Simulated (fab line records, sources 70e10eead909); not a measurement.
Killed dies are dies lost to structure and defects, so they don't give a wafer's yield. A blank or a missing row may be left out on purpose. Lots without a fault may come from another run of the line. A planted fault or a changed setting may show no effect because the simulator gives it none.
Problem report in the 8D (eight disciplines) form, filled by code | flow nand_harc | the parts of the form that need people (team, actions taken, sign-off) are left out

1. THE PROBLEM
killed_at_array at NHARC_END_SORT_01 reads a mean of 546 on 2 wafers of 2 lots; wafers without a fault read 25 with a standard deviation of 9.2. That is +57 standard deviations from the usual mean.
First seen on wafer L184.3, day 23 09:42, on prober-01. The record holds 6 wafers of 2 lots with a number at this step. Rule for "out", or "out of limits": more than 4 standard deviations from the usual mean. The other wafers with a number count as sound.

2. WHAT IT IS AND WHAT IT IS NOT
question                    | is                           | is not
which readings at this step | killed_at_array, killed_dies | killed_at_other, killed_at_periphery, killed_open, killed_short
which lots                  | L184, L186                   | -
which wafers of those lots  | L184.3, L186.6               | L184.4, L184.5, L186.1, L186.5
read on which gauges        | prober-01                    | -
when                        | from day 23 09:42            | up to then (0 sound wafers); but 4 sound wafers of L184, L186 came after

3. SUSPECTS, AND WHAT RULES EACH OUT
Counting: a tool at a process step up to the reading stays a suspect if it ran every lot that is out. Sound lots after the first of them don't rule it out here, since some wafers of a struck lot are sound.
- the gauge at NHARC_END_SORT_01: kept. All the wafers that are out were read on prober-01, and no step on other tools shows them out.
- cvd_w-02 at NHARC_A_WL_FILL_CVD_03 (deposits W, target thk 40 nm, time 3302 s): kept. It ran every lot that is out, first L184 (day 18 16:36).
- cmp-01 at NHARC_THIN_TSV_CMP_01 (polishes): kept. It ran every lot that is out, first L184 (day 22 14:31).
- rie_diel-10 at NHARC_THIN_TSV_ETCH_44 (etches the open film in CF4/O2, target depth 1594.2 nm, time 797.1 s): kept. It ran every lot that is out, first L184 (day 22 16:04).
Left after counting: cvd_w-02 at NHARC_A_WL_FILL_CVD_03, cmp-01 at NHARC_THIN_TSV_CMP_01, rie_diel-10 at NHARC_THIN_TSV_ETCH_44, prober-01 at NHARC_END_SORT_01.

4. THE CAUSE (what the simulator had put in)
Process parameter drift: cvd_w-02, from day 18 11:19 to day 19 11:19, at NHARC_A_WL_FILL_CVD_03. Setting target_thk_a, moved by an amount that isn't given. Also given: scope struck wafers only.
Counting left 4 suspects, and this tool is among them.

5. THE CHAIN OF EFFECTS, in route order
Each row: a reading whose mean over the struck wafers that have a number lies more than 3 standard deviations from the usual. Only readings for which the record gives a usual standard deviation are gone through. hours: the time from each lot's start at the first step in this table that gives one to its start at this step, as a median over the lots. sigmas: the change in usual standard deviations.
hours | step              | reading         | usual | on struck wafers | change | sigmas
0     | NHARC_END_SORT_01 | killed_at_array | 25    | 546              | +520   | +57
0     | NHARC_END_SORT_01 | killed_dies     | 30    | 549              | +519   | +54

6. WHAT WOULD HAVE CAUGHT IT SOONER
In this record the first reading out of limits at a measuring or inspecting step was taken at day 23 09:42, 118 hours after the fault began at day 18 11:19.
Of the tool readings at NHARC_A_WL_FILL_CVD_03 for which the record gives a usual standard deviation, none was out on any struck wafer, so an alarm limit of 4 standard deviations on them would not have fired.
All the lots that are out (2) had begun NHARC_A_WL_FILL_CVD_03 on cvd_w-02 by day 23 09:42. A hold on the tool at that time would have spared none of them.
